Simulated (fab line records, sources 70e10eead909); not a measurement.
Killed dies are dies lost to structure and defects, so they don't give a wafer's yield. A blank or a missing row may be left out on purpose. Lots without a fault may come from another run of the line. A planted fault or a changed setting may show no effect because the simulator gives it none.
fab line records | flow nand_harc
record lots=5 wafers=15 last_day=33
route steps=1302 shown P_GATE@185 END@1302
lots that met no fault: from a run of the same line without faults
start_h: hours from the record's first day to the start of the lot's first wafer shown | wait_h: hours since the lot's step before | " the same as in the row above | L1.1+2: a row that stands for several wafers | - no value, or no start given | * or withheld: withheld | < > ~ a bound
route shown NAME@n: a module of which the file shows steps, and the number in the route of the first | usual: mean/standard deviation of fault-free wafers | same: alike in all rows | chamber/n: place in a boat | sites: the reading at each site | _std_site: their standard deviation | _edge_site: outer sites' mean less inner sites' | radius_mm: how far each site lies from the wafer's centre | mask NAME#n: copy n | behind: the tool/chamber that last shaped the wafer | hold: why the lot was held/for how many hours/how that ended | device: the transistor (n, p or np) that didn't switch | end of line: the same wafers' tests at the end of the route | a step without rows: its recipe alone | killed: dies lost to structure and defects at the first sort, not the wafer's yield | map: a wafer's dies, x killed, . not, _ none there
set.NAME: the setting as run; set.NAME@STEP: as run at that earlier step | model.NAME: the simulator's own value behind a step, which no gauge read
lots at some steps of the route; a table a step, a row a wafer
services: from which hour (start_h, from the record's first day; less than 0 if before it) a tool's chamber was out of use, for how many hours, and why
## steps
# step NHARC_P_GATE_CD_MEAS_59
# recipe target_cd_nm=720 landing_energy_ev=500
# usual cd_nm=720.5/1.4
# columns lot.wafer tool chamber start_h wait_h cd_nm
L939.1 cd_sem-03 0 138.78 - 720.1
L939.3 " 0 " " 719.4
L939.5 " 0 " " 720.2
L948.3 cd_sem-02 0 226.40 - 720.1
L948.4 " 0 " " 720.3
L948.6 " 0 " " 718.7
L950.1 cd_sem-02 0 261.21 - 723.3
L950.3 " 0 " " 722.3
L950.6 " 0 " " 722.4
L956.2 cd_sem-01 0 315.19 - 718.4
L956.4 " 0 " " 718.6
L956.5 " 0 " " 719.3
L959.1 cd_sem-03 0 340.57 - 720.4
L959.5 " 0 " " 720.5
L959.6 " 0 " " 721.3
# step NHARC_P_GATE_HARDBAKE_60
# recipe temp_c=125 time_s=80
# step NHARC_P_GATE_DESCUM_61
# recipe time_s=3 o2_flow_sccm=200 ar_flow_sccm=0 bias_power_w=0 chemistry=O2
# usual drypump_motor_current_A=5.6/0.48 oes_product_au=0.997/0.0073 rf_vpp_V=57.6/0.8 showerhead_plenum_p_Torr=1.90/0.089 throttle_valve_pct=11.311/0.0092
# columns lot.wafer tool chamber start_h wait_h drypump_motor_current_A oes_product_au rf_hours_counter_h rf_vpp_V showerhead_plenum_p_Torr throttle_valve_pct
L939.3 rie_diel-12 0 138.95 - 6.0 1.001 2.0 57.1 1.85 11.301
L939.1 " 1 " " 5.3 0.997 3.4 57.8 1.87 11.311
L939.5 " 0 " " 6.0 0.998 - 57.4 1.85 11.311
L948.3 rie_diel-06 1 226.56 - 5.8 0.989 4.0 58.2 1.93 11.325
L948.4 " 0 " " 6.1 0.990 4.2 58.2 1.93 11.317
L948.6 " 1 " " 5.8 0.988 - 58.2 1.93 11.311
L950.1 rie_diel-05 2 261.39 - 5.1 1.004 0.8 58.1 1.86 11.306
L950.3 " 0 " " 5.5 1.013 1.2 57.5 2.04 11.292
L950.6 " 1 " " 5.1 0.999 - 57.1 2.05 11.318
L956.4 rie_diel-12 2 315.36 - 5.8 1.002 1.2 58.2 1.80 11.310
L956.2 " 0 " " 6.0 1.001 1.1 58.2 1.85 11.307
L956.5 " 2 " " 5.8 0.999 - 58.4 1.80 11.312
L959.1 rie_diel-05 3 340.76 - 5.1 0.986 7.0 58.2 1.83 11.313
L959.6 " 0 " " 5.5 0.996 - 59.4 2.04 11.306
L959.5 " 1 " " 5.1 0.982 - 58.8 2.04 11.297
# step NHARC_P_GATE_IMPLANT_62
# recipe energy_kev=20 dose_cm2=3e+15 tilt_deg=7
# step NHARC_P_GATE_STRIP_112
# recipe power_w=1500 temp_c=110 time_s=200 chemistry=N2/H2
# usual drypump_motor_current_A=6.07/0.15 heater_power_w=84/6.1
# columns lot.wafer tool chamber start_h wait_h drypump_motor_current_A heater_power_w rf_hours_counter_h
L939.1 plasma_asher-01 0 139.34 0.2 6.16 82 31
L939.3 " 0 " " 6.18 83 -
L939.5 " 1 " " 6.26 84 -
L948.3 plasma_asher-02 0 227.01 0.2 5.97 94 -
L948.4 " 1 " " 5.89 80 -
L948.6 " 1 " " 5.89 78 -
L950.1 plasma_asher-01 1 261.79 0.2 6.26 76 19
L950.3 " 0 " " 6.19 78 -
L950.6 " 1 " " 6.24 75 -
L956.2 plasma_asher-02 1 315.72 0.2 5.88 85 12
L956.4 " 0 " " 5.96 91 -
L956.5 " 0 " " 5.96 90 -
L959.1 plasma_asher-02 1 341.10 0.2 5.88 84 18
L959.6 " 1 " " 5.88 84 -
L959.5 " 0 " " 5.97 91 -
# step NHARC_P_GATE_STRIP_76
# recipe power_w=1500 temp_c=250 chemistry=O2
# usual drypump_motor_current_A=6.07/0.15 heater_power_w=314/23
# columns lot.wafer tool chamber start_h wait_h drypump_motor_current_A heater_power_w rf_hours_counter_h
L939.1 plasma_asher-01 0 139.57 0.2 6.20 310 32
L939.3 " 0 " " 6.20 304 -
L939.5 " 1 " " 6.27 321 -
L948.3 plasma_asher-02 0 227.21 0.2 5.99 350 -
L948.4 " 1 " " 5.88 310 -
L948.6 " 1 " " 5.90 296 -
L950.1 plasma_asher-01 1 262.02 0.2 6.28 282 19
L950.3 " 0 " " 6.21 300 -
L950.6 " 1 " " 6.27 283 -
L956.2 plasma_asher-02 1 315.98 0.2 5.88 322 13
L956.4 " 0 " " 5.97 340 -
L956.5 " 0 " " 5.98 329 -
L959.1 plasma_asher-02 1 341.36 0.2 5.89 325 19
L959.6 " 1 " " 5.89 328 -
L959.5 " 0 " " 5.97 333 -
# step NHARC_P_GATE_STRIP_63
# recipe time_s=900 temp_c=130 chemistry=SPM
# step NHARC_P_GATE_DEHYDRATE_83
# recipe temp_c=150 time_s=120
# step NHARC_P_GATE_HMDS_84
# recipe time_s=30
# step NHARC_P_GATE_COAT_85
# recipe spin_rpm=3000
# step NHARC_P_GATE_SOFTBAKE_86
# recipe temp_c=122 time_s=95
# step NHARC_P_GATE_EBR_87
# step NHARC_P_GATE_EXPOSE_88
# recipe na=0.6 target_cd_nm=2000 dose_mj=11.87 mask_id=P_HVN
# usual stage_vel_mm_s=499.99/0.25
# same na=0.6
# columns lot.wafer tool chamber start_h wait_h mask stage_vel_mm_s
L939.1 krf_scanner-02 0 140.33 - P_HVN#0 499.94
L939.3 " 0 " " P_HVN#0 500.14
L939.5 " 0 " " P_HVN#0 500.16
L948.3 krf_scanner-04 0 227.96 - P_HVN_R1#0 500.20
L948.4 " 0 " " P_HVN_R1#0 500.40
L948.6 " 0 " " P_HVN_R1#0 500.07
L950.1 krf_scanner-02 0 262.64 - P_HVN#0 500.02
L950.3 " 0 " " P_HVN#0 499.89
L950.6 " 0 " " P_HVN#0 500.36
L956.2 krf_scanner-02 0 316.78 - P_HVN#0 499.94
L956.4 " 0 " " P_HVN#0 500.04
L956.5 " 0 " " P_HVN#0 499.82
L959.1 krf_scanner-04 0 342.12 - P_HVN#0 499.96
L959.5 " 0 " " P_HVN#0 500.38
L959.6 " 0 " " P_HVN#0 499.92
# step NHARC_P_GATE_PEB_89
# recipe peb_temp_c=118 peb_time_s=85
# step NHARC_P_GATE_DEVELOP_90
# recipe time_s=70
# step NHARC_P_GATE_CD_MEAS_91
# recipe target_cd_nm=2000 landing_energy_ev=500
# usual cd_nm=1999.9/1.2
# columns lot.wafer tool chamber start_h wait_h cd_nm
L939.1 cd_sem-01 0 140.48 - 2002.6
L939.3 " 0 " " 2001.1
L939.5 " 0 " " 2000.4
L948.3 cd_sem-02 0 228.11 - 1972.4
L948.4 " 0 " " 1971.6
L948.6 " 0 " " 1973.1
L950.1 cd_sem-02 0 262.80 - 1999.7
L950.3 " 0 " " 1999.6
L950.6 " 0 " " 1999.2
L956.2 cd_sem-01 0 316.94 - 2003.0
L956.4 " 0 " " 2002.3
L956.5 " 0 " " 2000.3
L959.1 cd_sem-03 0 342.28 - 1997.0
L959.5 " 0 " " 1998.1
L959.6 " 0 " " 2000.5
# step NHARC_P_GATE_HARDBAKE_92
# recipe temp_c=125 time_s=80
# step NHARC_P_GATE_DESCUM_93
# recipe time_s=3 o2_flow_sccm=200 ar_flow_sccm=0 bias_power_w=0 chemistry=O2
# usual drypump_motor_current_A=5.6/0.51 oes_product_au=0.997/0.0089 rf_vpp_V=57.9/0.94 showerhead_plenum_p_Torr=1.92/0.091 throttle_valve_pct=11.311/0.0083
# columns lot.wafer tool chamber start_h wait_h drypump_motor_current_A oes_product_au rf_hours_counter_h rf_vpp_V showerhead_plenum_p_Torr throttle_valve_pct model.P_GATE.cd_nm
L939.1 rie_diel-12 0 140.64 - 6.0 1.003 2 58.8 1.85 11.298 719.4
L939.3 " 3 " " 6.2 1.017 2 57.5 1.88 11.329 719
L939.5 " 1 " " 5.3 1.005 - 58.7 1.87 11.320 2000
L948.4 rie_diel-12 1 228.29 - 5.3 1.003 8 59.6 1.87 11.313 1972
L948.3 " 2 " " 5.8 0.994 8 59.0 1.80 11.317 1973
L948.6 " 3 " " 6.2 1.009 - 58.1 1.88 11.312 1973
L950.3 rie_diel-06 3 262.96 - 4.9 0.984 7 59.2 2.06 11.305 1999
L950.1 " 1 " " 5.8 0.998 6 59.2 1.93 11.326 720.7
L950.6 " 3 " " 4.9 0.988 - 58.7 2.06 11.319 1999
L956.4 rie_diel-06 0 317.10 - 6.1 0.978 0 58.1 1.93 11.314 2002
L956.2 " 3 " " 4.9 0.984 0 57.3 2.06 11.310 2002
L956.5 " 1 " " 5.8 0.979 - 58.5 1.92 11.298 2000
L959.1 rie_diel-06 3 342.47 - 4.9 0.999 1 57.2 2.06 11.301 1997
L959.5 " 1 " " 5.8 0.993 - 57.5 1.92 11.305 1998
L959.6 " 2 " " 6.4 0.988 - 58.6 1.79 11.315 2000
# step NHARC_P_GATE_IMPLANT_94
# recipe energy_kev=60 dose_cm2=2e+15 tilt_deg=7
# step NHARC_END_SORT_01
# recipe temp_c=25
# usual killed_at_array=61/23 killed_at_other=1.3/1.4 killed_at_periphery=4.0/2.6 killed_dies=66/22 killed_open=3.4/1.8 killed_short=2.3/1.4
# same gross_dies=677
# columns lot.wafer tool chamber start_h wait_h killed_at_array killed_at_other killed_at_periphery killed_dies killed_open killed_short
L939.1 prober-02 0 596.89 2.5 78 3 4 85 3 3
L939.3 prober-02 0 598.51 3.1 75 2 4 81 3 2
L939.5 prober-02 0 600.12 3.7 79 2 4 85 2 5
# killed by level:class
L939.1 A_CHANNEL_HOLE_D2:chamber_film_flake=37 A_SLIT:chamber_film_flake=26 A_CONTACT:chamber_film_flake=7 A_STAIRCASE:chamber_film_flake=4 THIN_TSV:chamber_film_flake=3 P_STI:geometric_particle:short=1 P_GATE:geometric_particle:open=1 P_M0:geometric_particle:open=1
L939.3 A_SLIT:chamber_film_flake=33 A_CHANNEL_HOLE_D2:chamber_film_flake=27 A_ZERO_WELL:chamber_film_flake=3 A_CONTACT:chamber_film_flake=3 P_GATE:chamber_film_flake=2 P_CONTACT:chamber_film_flake=2 THIN_TSV:chamber_film_flake=2 A_M1:chamber_film_flake=2
L939.5 A_CHANNEL_HOLE_D2:chamber_film_flake=37 A_SLIT:chamber_film_flake=25 A_CONTACT:chamber_film_flake=4 P_CONTACT:chamber_film_flake=3 A_CHANNEL_HOLE_D1:chamber_film_flake=2 A_STAIRCASE:chamber_film_flake=2 THIN_TSV:chamber_film_flake=2 P_M0:geometric_particle:open=1
## services
# columns tool chamber start_h hours kind
rie_diel-12 - 125.39 1.3 repair
rie_diel-06 - 130.20 9.0 pm
rie_diel-12 2 140.13 3.5 repair
rie_diel-12 2 152.74 5.6 repair
plasma_asher-01 - 160.26 0.7 repair
plasma_asher-01 - 165.22 9.0 pm
krf_scanner-02 - 171.52 0.9 repair
rie_diel-12 0 173.05 19.4 repair
krf_scanner-04 - 182.00 4.0 pm
krf_scanner-02 - 219.83 2.1 repair
rie_diel-05 0 228.18 3.8 repair
rie_diel-05 - 229.60 9.0 pm
plasma_asher-02 - 249.00 9.0 pm
rie_diel-12 2 252.15 15.3 repair
krf_scanner-04 - 263.82 2.0 repair
krf_scanner-02 - 266.00 4.0 pm
rie_diel-12 - 268.52 9.0 pm
krf_scanner-04 - 272.31 1.2 repair
plasma_asher-02 - 297.59 1.1 repair
rie_diel-06 - 307.20 9.0 pm
krf_scanner-02 - 323.99 1.1 repair
plasma_asher-02 - 333.89 1.7 repair
rie_diel-06 0 340.79 13.5 repair
plasma_asher-01 - 342.22 9.0 pm
## key
first_sign step=NHARC_P_GATE_EXPOSE_88 reading=mask direction=changed
effect step=NHARC_P_GATE_CD_MEAS_91 reading=cd_nm direction=down sigmas=23 usual=1999.9 struck=1972.4
model_effect step=NHARC_P_GATE_DESCUM_93 value=P_GATE.cd_nm without=2001 struck=1973
met_at NHARC_P_GATE_EXPOSE_88
struck_wafers L948.3,L948.4,L948.6
tester_left_out L948
fault kind=wrong_mask tool=any chamber=- onset_h=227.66 steps=NHARC_P_GATE_EXPOSE_88 aux_copy=P_HVN_R1#0 cd_offset_nm=-27.873 scope=struck_lots_only
# tester_left_out: of these lots the tester's yield and bins aren't shown, on N5 and GAA mostly nor the transistor test; their killed dies are dies lost to structure and defects alone, not to doping, threshold or leakage, so they don't give the yield
